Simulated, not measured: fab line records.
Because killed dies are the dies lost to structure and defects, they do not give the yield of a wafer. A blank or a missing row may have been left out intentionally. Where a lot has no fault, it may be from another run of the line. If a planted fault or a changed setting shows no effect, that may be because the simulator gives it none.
Struck lot and sound lot, side by side + flow n5-finfet + 32 out of 1938 route steps
Sound: these wafers, L392.2, L392.3, L392.5. The struck wafers were L393.1, L393.3, L393.5. The cause is given at the end.
At each step with rows: each side's tool, then ch and its chambers, then its first start. Under that, the readings that differ: sound wafers + struck wafers + difference of the means + sigmas: that difference in standard deviations of wafers without a fault.
alike: words and numbers the same on both sides, and readings whose means are apart by under 2 such deviations; not compared: readings that were withheld, readings missing a value for some wafer, numbers with overlapping values and no deviation given by the record, and bounds like >300 which may hide the same value.
The two part at a step that has a row with sigmas, a row that says differs or no value, or rows on one side only. Non-overlapping numbers with no deviation appear without sigmas and do not part them. Lack of a reading on every wafer of one side parts them only where that side has two or more wafers.

first, 10 steps without rows for these wafers: N5_DUMMY_GATE_ETCH_44 (etches poly-Si in HBr/O2, stops on SiO2, target depth 127.5 nm); N5_DUMMY_GATE_ETCH_42 (etches SiO2 in CHF3/O2, target depth 3.5 nm, time 31 s); N5_DUMMY_GATE_STRIP_48 (strips in N2/H2, time 20 s); N5_DUMMY_GATE_PRECLEAN_33 (cleans in dHF, time 10 s); N5_DUMMY_GATE_PRECLEAN_25 (cleans in O3/DIW, time 45 s); N5_DUMMY_GATE_PRECLEAN_51 (cleans in SC2, time 45 s); N5_DUMMY_GATE_SRD_26 (time 30 s); N5_DUMMY_GATE_UV_OZONE_45 (time 120 s); N5_SPACER0_ALD_07 (deposits SiNx, target thk 2 nm); N5_SPACER0_ALD_00 (deposits SiOCN, target thk 3.5 nm, pulse time 3 s, purge time 2 s).
N5_SPACER0_ALD_08: deposits SiNx, target thk 2 nm.
  sound on ald-sin-03 ch 0,1, day 3 18:03; struck on ald-sin-02 ch 0,1,2, day 4 06:39
  alike: heater-power-outer-w, heater-power-w
then, 18 steps without rows for these wafers: N5_SD_EPI_N_COAT_32 (time 60 s, resist thk 350 nm); N5_SD_EPI_N_COAT_33 (time 60 s, resist thk 35 nm); N5_SD_EPI_N_COAT_03 (resist thk 150 nm); N5_SD_EPI_N_EBR_05; N5_SD_EPI_N_SOFTBAKE_04 (time 60 s); N5_SD_EPI_N_EXPOSE_06 (exposes mask SD N BLK, target cd 120 nm); N5_SD_EPI_N_PEB_07 (peb time 60 s); N5_SD_EPI_N_DEVELOP_08 (develop time 30 s); N5_SD_EPI_N_DESCUM_14 (chemistry O2, time 7.9 s); N5_SD_EPI_N_ETCH_34 (etches SiARC in CF4, target depth 45.5 nm, time 75.8 s); N5_SD_EPI_N_ETCH_35 (etches SOC in N2/H2, overetch 108 nm, time 486 s); N5_SD_EPI_N_STRIP_36 (strips in N2/H2); N5_SD_EPI_N_ETCHBACK_44 (etches SiNx in CH3F/O2, stops on SiO2, target depth 14.5 nm); N5_SD_EPI_N_ETCH_45 (etches SiOCN in CH3F/O2, target depth 6 nm); N5_SD_EPI_N_ETCH_16 (etches SiO2 in CHF3/O2, target depth 5 nm); N5_SD_EPI_N_STRIP_47 (strips in CHF3/O2); N5_SD_EPI_N_SD_RECESS_17 (chemistry HBr/Cl2/O2, target depth 41 nm, time 23.7 s, bt time 3 s); N5_SD_EPI_N_STRIP_38 (strips in N2/H2).
N5_SD_EPI_N_WET_ETCH_43: etches SiO2 in dHF, time 14 s, target depth 1.5 nm.
  sound on wet-bench-06 ch 0,3,4, day 3 19:34; struck on wet-bench-04 ch 0,1,3, day 4 08:24
| reading                                  | sound       | struck      | difference | sigmas |
|------------------------------------------|-------------|-------------|------------|--------|
| model.SiNx_of_SPACER0_ALD_08.thk-nm (nm) | 1.6 1.6 1.6 | 3.4 3.6 3.6 | +1.9       |        |
then, 1 step without rows for these wafers: N5_SD_EPI_N_STRIP_18 (strips in SPM, time 750 s).
-- here the record skips 9 days between the struck wafers' starts before and after, leaving off in module SD_EPI_N and picking up in module PASSIVATION (first step shown: number 1936 of the route) --
N5_PASSIVATION_PROBE_49:
  record: rows for the struck wafers here (prober-02, day 13 20:06), none for the sound ones

## WHERE THEY PART
Within this record, at N5_PASSIVATION_PROBE_49 only.

WHY: what the simulator had put in
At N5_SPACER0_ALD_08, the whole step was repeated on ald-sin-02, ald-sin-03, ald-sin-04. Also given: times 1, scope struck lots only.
